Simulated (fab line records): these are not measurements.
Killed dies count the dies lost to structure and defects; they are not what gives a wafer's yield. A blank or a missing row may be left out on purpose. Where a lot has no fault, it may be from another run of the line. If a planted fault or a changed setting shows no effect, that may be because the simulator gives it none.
fab line records | flow nand-harc
[record] lots = 11 wafers = 33 last-day = 33
route steps=1302 shown P_ZERO_WELL@31 P_GATE@119 END@1302
lots untouched by any fault: they come from a run of this same line in which no faults occurred
start-h: hours from the record's first day to the start of the lot's first wafer shown | wait-h: hours since the lot's step before | " the same as in the row above | L1.1+2: one row covering several wafers at once | - value missing, or start not given | * or withheld: withheld | < > ~ a bound
route shown NAME@n: NAME is a module with steps in the file, n the number in the route of the first one | usual: average and standard deviation across the fault-free wafers | same: alike in all rows | chamber/n: place in a boat | sites: the reading at each site | _std_site: the values' standard deviation | _edge_site: the outer-site mean with the inner-site mean subtracted | radius-mm: for every site, how far away it sits from the centre of the wafer | mask NAME#n: copy n | behind: the tool/chamber that last shaped the wafer | hold: the reason the lot was held/the length of the hold in hours/how it ended | device: transistor that didn't switch, given as n, p or np | end of line: at the end of the route, the tests of the same wafers | a step without rows: its recipe alone | killed: dies that structure and defects cost at the first sort, which is not the same as the wafer's yield | map: a wafer's dies, x killed, . not, _ none there
set.NAME: setting as actually run; set.NAME@STEP: the setting as run at that earlier step | model.NAME: the simulator's own value behind a step, which no gauge read
steps of the route over a sample of lots; a table a step, a row a wafer
services: the hour from which a tool's chamber was out of use, counted from the record's first day as start-h (under 0 if before that day), plus the number of hours and why
[[steps]]
[step NHARC_P_ZERO_WELL_DESCUM_26]
[recipe] time-s = 3 o2-flow-sccm = 200 ar-flow-sccm = 0 bias-power-w = 0 chemistry = O2
[usual] drypump-motor-current-A = 5.7/0.35 oes-product-au = 0.999/0.011 rf-vpp-V = 57.7/0.86 showerhead-plenum-p-Torr = 1.87/0.077 throttle-valve-pct = 11.310/0.0091
// columns lot.wafer tool chamber start-h wait-h drypump-motor-current-A oes-product-au rf-hours-counter-h rf-vpp-V showerhead-plenum-p-Torr throttle-valve-pct
L241.1 rie-diel-12 2 22.70 - 6.0 0.996 33 59.1 2.01 11.303
L241.5 " 2 " " 6.0 0.995 - 58.3 2.01 11.318
L241.6 " 3 " " 5.8 0.993 - 57.7 1.95 11.307
L242.4 rie-diel-12 1 32.90 - 5.4 1.005 39 57.6 1.82 11.312
L242.3 " 3 " " 5.9 0.989 30 56.9 1.95 11.300
L242.6 " 1 " " 5.5 1.000 - 56.5 1.82 11.327
L244.3 rie-diel-12 2 52.62 - 6.0 0.991 40 58.2 2.01 11.307
L244.4 " 1 " " 5.4 0.994 43 57.4 1.82 11.306
L244.6 " 2 " " 6.0 1.003 - 57.3 2.01 11.315
L245.2 rie-diel-12 2 62.53 - 6.0 1.003 42 57.9 2.01 11.321
L245.1 " 0 " " 5.6 1.022 37 58.4 1.84 11.320
L245.6 " 2 " " 6.0 1.006 - 58.2 2.01 11.302
L249.3 rie-diel-03 2 102.62 - 6.1 1.000 53 58.1 1.83 11.311
L249.6 " 2 " " 6.1 0.997 - 57.0 1.83 11.312
L249.5 " 3 " " 5.3 0.998 - 57.6 1.78 11.304
L255.2 rie-diel-13 3 162.63 - 5.5 1.014 66 57.6 1.84 11.298
L255.1 " 1 " " 5.4 1.015 54 58.2 1.83 11.322
L255.3 " 2 " " 6.6 0.999 56 58.1 1.89 11.329
L256.3 rie-diel-12 0 172.68 - 5.6 1.011 26 57.7 1.83 11.316
L256.6 " 2 " " 5.9 0.998 - 57.1 2.00 11.308
L256.5 " 3 " " 5.9 0.991 - 58.0 1.94 11.306
L259.3 rie-diel-12 3 203.15 - 5.9 0.977 35 57.9 1.94 11.322
L259.4 " 2 " " 6.0 0.995 34 57.1 1.99 11.311
L259.6 " 0 " " 5.6 1.003 - 57.6 1.82 11.331
L260.3 rie-diel-03 2 212.75 - 6.1 1.017 35 59.5 1.81 11.311
L260.4 " 3 " " 5.3 0.986 36 57.3 1.77 11.313
L260.5 " 1 " " 5.3 1.001 - 57.7 1.99 11.303
L263.2 rie-diel-13 0 242.66 - 5.5 0.989 19 57.8 1.77 11.308
L263.3 " 3 " " 5.5 1.007 22 56.8 1.83 11.300
L263.5 " 3 " " 5.5 1.002 - 58.4 1.83 11.310
L264.3 rie-diel-12 1 252.64 - 5.4 1.007 45 57.5 1.80 11.307
L264.4 " 1 " " 5.4 1.009 - 55.8 1.80 11.307
L264.5 " 3 " " 5.9 0.990 - 58.4 1.93 11.320
[step NHARC_P_GATE_EXPOSE_08]
[recipe] na = 0.6 dose-mj = 16.75 mask-id = P_HV
// columns lot.wafer tool chamber start-h wait-h mask
L241.1+5+6 krf-scanner-03 0 81.83 - P_HV#0
L242.3+4+6 krf-scanner-04 0 93.82 - P_HV#0
L244.3+4+6 krf-scanner-02 0 113.04 - P_HV#0
L245.1+2+6 krf-scanner-02 0 117.80 - P_HVPW#0
L249.3+5+6 krf-scanner-04 0 158.65 - P_HV#0
L255.1+2+3 krf-scanner-02 0 225.31 - P_HV#0
L256.3+5+6 krf-scanner-02 0 232.78 - P_HV#0
L259.3+4+6 krf-scanner-02 0 264.64 - P_HV#0
L260.3+4+5 krf-scanner-02 0 277.23 - P_HV#0
L263.2+3+5 krf-scanner-02 0 300.87 - P_HV#0
L264.3+4+5 krf-scanner-04 0 311.32 - P_HV#0
[step NHARC_P_GATE_CD_MEAS_11]
[recipe] target-cd-nm = 1640 landing-energy-ev = 500
[usual] cd-nm = 1639.8/2
// columns lot.wafer tool chamber start-h wait-h cd-nm
L241.1 cd-sem-03 0 81.98 - 1638.5
L241.5 " 0 " " 1639.6
L241.6 " 0 " " 1641.6
L242.3 cd-sem-02 0 93.97 - 1642.7
L242.4 " 0 " " 1641.8
L242.6 " 0 " " 1642.8
L244.3 cd-sem-02 0 113.19 - 1637.3
L244.4 " 0 " " 1640.5
L244.6 " 0 " " 1641.0
L245.1 cd-sem-02 0 117.96 - -
L245.2 " 0 " " -
L245.6 " 0 " " -
L249.3 cd-sem-02 0 158.80 - 1641.6
L249.5 " 0 " " 1644.3
L249.6 " 0 " " 1639.5
L255.1 cd-sem-03 0 225.47 - 1643.3
L255.2 " 0 " " 1639.9
L255.3 " 0 " " 1641.4
L256.3 cd-sem-03 0 232.93 - 1641.5
L256.5 " 0 " " 1637.3
L256.6 " 0 " " 1638.9
L259.3 cd-sem-02 0 264.79 - 1639.5
L259.4 " 0 " " 1642.0
L259.6 " 0 " " 1639.1
L260.3 cd-sem-02 0 277.38 - 1639.7
L260.4 " 0 " " 1640.8
L260.5 " 0 " " 1639.4
L263.2 cd-sem-03 0 301.02 - 1637.9
L263.3 " 0 " " 1639.8
L263.5 " 0 " " 1639.3
L264.3 cd-sem-01 0 311.47 - 1642.1
L264.4 " 0 " " 1641.4
L264.5 " 0 " " 1640.8
[step NHARC_P_GATE_DESCUM_31]
[recipe] time-s = 3 o2-flow-sccm = 200 ar-flow-sccm = 0 bias-power-w = 0 chemistry = O2
[usual] drypump-motor-current-A = 5.7/0.37 oes-product-au = 1.002/0.011 rf-vpp-V = 57.7/0.94 showerhead-plenum-p-Torr = 1.89/0.074 throttle-valve-pct = 11.311/0.0085
// columns lot.wafer tool chamber start-h wait-h drypump-motor-current-A oes-product-au rf-hours-counter-h rf-vpp-V showerhead-plenum-p-Torr throttle-valve-pct
L241.1 rie-diel-02 0 95.99 0.1 5.6 0.991 2 58.2 1.85 11.297
L241.6 " 0 " " 5.6 0.995 - 56.7 1.85 11.312
L241.5 " 1 " " 6.0 1.001 - 58.2 1.80 11.319
L242.3 rie-diel-02 1 109.22 0.1 5.9 1.002 3 57.5 1.80 11.313
L242.4 " 2 " " 6.0 0.998 4 57.0 1.81 11.300
L242.6 " 2 " " 6.0 0.994 - 57.3 1.81 11.323
L244.3 rie-diel-07 2 128.52 0.1 6.0 0.994 0 57.7 1.97 11.312
L244.4 " 3 " " 6.3 1.021 0 57.2 1.83 11.324
L244.6 " 3 " " 6.4 1.024 - 57.4 1.83 11.328
L245.2 rie-diel-01 2 134.63 0.1 5.3 1.006 6 58.0 1.92 11.322
L245.1 " 0 " " 6.0 1.008 6 57.8 1.92 11.310
L245.6 " 3 " " 5.6 1.006 - 57.8 1.86 11.316
L249.3 rie-diel-07 0 175.85 0.1 5.1 0.995 2 58.5 2.05 11.299
L249.5 " 1 " " 5.6 0.986 - 56.5 1.84 11.295
L249.6 " 2 " " 6.0 1.008 - 58.6 1.97 11.318
L255.1 rie-diel-07 2 242.34 0.1 6.0 0.994 8 57.9 1.97 11.302
L255.3 " 3 " " 6.4 1.013 7 58.2 1.83 11.317
L255.2 " 0 " " 5.1 0.995 6 57.4 2.05 11.327
L256.3 rie-diel-01 1 251.40 0.1 5.4 1.025 3 57.0 1.85 11.303
L256.5 " 3 " " 5.6 1.010 - 57.2 1.86 11.297
L256.6 " 0 " " 6.0 1.005 - 57.6 1.92 11.314
L259.4 rie-diel-07 0 279.23 0.1 5.1 0.987 9 59.4 2.05 11.307
L259.3 " 1 " " 5.6 0.988 11 56.7 1.84 11.317
L259.6 " 0 " " 5.1 0.989 - 56.1 2.05 11.320
L260.4 rie-diel-02 1 293.16 0.1 6.0 1.006 3 57.3 1.80 11.305
L260.3 " 0 " " 5.6 0.988 2 56.8 1.85 11.310
L260.5 " 2 " " 6.0 0.995 - 56.1 1.81 11.314
L263.3 rie-diel-07 1 318.89 0.1 5.6 0.997 1 57.3 1.84 11.302
L263.2 " 2 " " 6.0 0.996 1 57.0 1.97 11.300
L263.5 " 1 " " 5.6 0.996 - 58.0 1.83 11.321
L264.3 rie-diel-01 3 326.52 0.1 5.7 1.016 7 56.8 1.86 11.314
L264.4 " 0 " " 6.0 1.023 7 58.9 1.92 11.310
L264.5 " 1 " " 5.3 1.024 - 57.1 1.85 11.313
[step NHARC_P_GATE_ETCHBACK_37]
[recipe] target-depth-a = 345 time-s = 17.2 chf3-flow-sccm = 50 o2-flow-sccm = 10 ar-flow-sccm = 200 rf-w = 500 bias-w = 200 chemistry = CHF3/O2
[usual] drypump-motor-current-A = 5.8/0.32 oes-product-au = 0.934/0.023 rf-vpp-V = 369.3/1.8 showerhead-plenum-p-Torr = 2.34/0.075 throttle-valve-pct = 20.572/0.0096
// columns lot.wafer tool chamber start-h wait-h drypump-motor-current-A oes-product-au rf-hours-counter-h rf-vpp-V showerhead-plenum-p-Torr throttle-valve-pct
L241.1 rie-diel-02 2 - - 6.1 0.920 3.8 367.5 2.28 20.564
L241.5 " 3 " " 6.0 0.929 - 368.9 2.32 20.556
L241.6 " 0 " " 5.6 0.925 - 367.4 2.32 20.577
L242.4 rie-diel-02 1 - - 6.0 0.922 3.2 367.8 2.27 20.563
L242.3 " 2 " " 6.1 0.912 4.0 370.3 2.28 20.569
L242.6 " 0 " " 5.6 0.921 - 369.1 2.32 20.556
L244.3 rie-diel-07 0 - - 5.1 0.913 0.4 374.4 2.57 20.569
L244.4 " 2 " " 6.0 0.940 0.5 372.6 2.47 20.558
L244.6 " 0 " " 5.1 0.917 - 372.6 2.57 20.558
L245.1 rie-diel-02 3 - - 6.0 1.008 5.7 368.9 2.32 20.565
L245.2 " 1 " " 6.0 1.002 4.5 368.3 2.27 20.577
L245.6 " 3 " " 6.0 0.999 - 368.7 2.32 20.572
L249.3 rie-diel-07 0 - - 5.1 0.914 3.3 374.8 2.57 20.577
L249.5 " 3 " " 6.4 0.938 - 368.6 2.30 20.586
L249.6 " 0 " " 5.1 0.915 - 373.3 2.57 20.571
L255.1 rie-diel-02 2 - - 6.1 0.918 2.3 367.3 2.27 20.567
L255.2 " 0 " " 5.6 0.921 1.0 369.5 2.32 20.588
L255.3 " 1 " " 6.0 0.928 1.9 369.5 2.27 20.573
L256.3 rie-diel-02 3 - - 6.0 0.992 2.3 369.7 2.31 20.581
L256.6 " 0 " " 5.6 0.968 - 368.6 2.32 20.572
L256.5 " 1 " " 6.0 0.997 - 368.4 2.27 20.575
L259.4 rie-diel-02 0 - - 5.7 0.919 1.8 368.3 2.32 20.581
L259.3 " 2 " " 6.1 0.925 3.5 369.5 2.27 20.551
L259.6 " 0 " " 5.6 0.911 - 369.3 2.32 20.570
L260.3 rie-diel-02 2 - - 6.1 0.920 5.5 366.1 2.27 20.557
L260.4 " 3 " " 6.0 0.934 5.8 369.0 2.31 20.572
L260.5 " 3 " " 6.0 0.914 - 366.9 2.31 20.594
L263.3 rie-diel-02 0 - - 5.6 0.929 4.4 367.8 2.32 20.570
L263.2 " 2 " " 6.0 0.924 6.0 369.1 2.27 20.569
L263.5 " 0 " " 5.6 0.932 - 368.5 2.32 20.579
L264.3 rie-diel-01 0 - - 6.0 0.934 7.0 370.9 2.40 20.554
L264.4 " 1 " " 5.3 0.927 6.8 370.3 2.33 20.573
L264.5 " 0 " " 6.0 0.932 - 370.5 2.40 20.573
[step NHARC_END_SORT_01]
[recipe] temp-c = 25
[usual] killed-at-array = 52/18 killed-at-other = 1.2/1.5 killed-at-periphery = 4/3.2 killed-dies = 57/17 killed-open = 3.1/1.9 killed-short = 2.5/1.7
[same] gross-dies = 677
// columns lot.wafer tool chamber start-h wait-h killed-at-array killed-at-other killed-at-periphery killed-dies killed-open killed-short
L245.1 prober-01 0 586.29 2.5 68 1 608 677 4 0
L245.2 prober-01 0 587.08 2.8 67 2 608 677 3 1
L245.6 prober-01 0 590.24 4.0 67 1 609 677 5 3
// killed by level:class
L245.1 P_GATE:area-expose=608 A_SLIT:chamber-film-flake=31 A_CHANNEL_HOLE_D1:chamber-film-flake=23 A_CHANNEL_HOLE_D2:chamber-film-flake=6 A_STAIRCASE:chamber-film-flake=2 A_DECK1_JOINT:geometric-particle:open=1 A_ONON_D2:geometric-particle:open=1 A_CONTACT:geometric-particle:open=1
L245.2 P_GATE:area-expose=605 A_CHANNEL_HOLE_D1:chamber-film-flake=37 A_SLIT:chamber-film-flake=15 A_CHANNEL_HOLE_D2:chamber-film-flake=8 A_ZERO_WELL:chamber-film-flake=2 P_M0:geometric-particle:open=1 A_WL_FILL:geometric-particle:open=1 A_WL_FILL:geometric-particle:short=1
L245.6 P_GATE:area-expose=605 A_CHANNEL_HOLE_D1:chamber-film-flake=24 A_SLIT:chamber-film-flake=20 A_CHANNEL_HOLE_D2:chamber-film-flake=7 A_CONTACT:chamber-film-flake=4 A_STAIRCASE:chamber-film-flake=3 A_ONON_D2:geometric-particle:short=2 P_M0:chamber-film-flake=2
[[services]]
// columns tool chamber start-h hours kind
rie-diel-01 - 26.80 9.0 pm
rie-diel-02 - 39.70 9.0 pm
rie-diel-07 0 66.24 6.2 repair
rie-diel-07 2 69.27 4.8 repair
rie-diel-07 - 89.18 0.6 repair
rie-diel-12 - 91.41 9.0 pm
krf-scanner-02 - 94.00 4.0 pm
rie-diel-07 - 117.20 9.0 pm
rie-diel-12 1 139.20 13.4 repair
rie-diel-02 1 199.48 5.8 repair
krf-scanner-02 - 208.94 0.8 repair
rie-diel-02 - 216.70 9.0 pm
rie-diel-07 0 225.93 9.2 repair
rie-diel-02 1 236.01 5.9 repair
rie-diel-12 2 240.08 14.6 repair
rie-diel-02 0 246.96 6.5 repair
krf-scanner-02 - 266.00 4.0 pm
rie-diel-12 - 268.56 9.0 pm
krf-scanner-02 - 272.04 1.9 repair
krf-scanner-02 - 279.61 1.4 repair
krf-scanner-02 - 288.34 0.2 repair
rie-diel-07 - 294.20 9.0 pm
rie-diel-12 1 306.40 2.4 repair
rie-diel-12 2 312.25 7.3 repair
[[key]]
[first-sign] step = NHARC_P_GATE_EXPOSE_08 reading = mask direction = changed
[effect] step = NHARC_P_GATE_CD_MEAS_11 reading = cd-nm direction = missing
[effect] step = NHARC_END_SORT_01 reading = killed-at-periphery direction = up sigmas = 99+ usual = 4 struck = 608
[more-kills-born-at] NHARC_P_GATE_EXPOSE_08@krf-scanner-02 = 1818
met-at NHARC_P_GATE_EXPOSE_08
struck-lots L245
later-rows-left-out L245.1,L245.2,L245.6
tester-left-out L245
not-acting-at NHARC_P_ZERO_WELL_DESCUM_26,NHARC_P_GATE_DESCUM_31,NHARC_P_GATE_ETCHBACK_37
onset-between 113.04 117.80
[fault] kind = wrong-mask tool = any chamber = - onset-h = 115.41 steps = NHARC_P_GATE_EXPOSE_08 aux-copy = P_HVPW#0 scope = struck-lots-only
// tester-left-out: of these lots the tester's yield and bins aren't shown, on N5 and GAA mostly nor the transistor test; their killed dies are dies lost to structure and defects alone, not to doping, threshold or leakage, so they don't give the yield
// later-rows-left-out: the simulator's readings of these wafers behind a module that went badly wrong aren't trusted and aren't shown, but for the sort
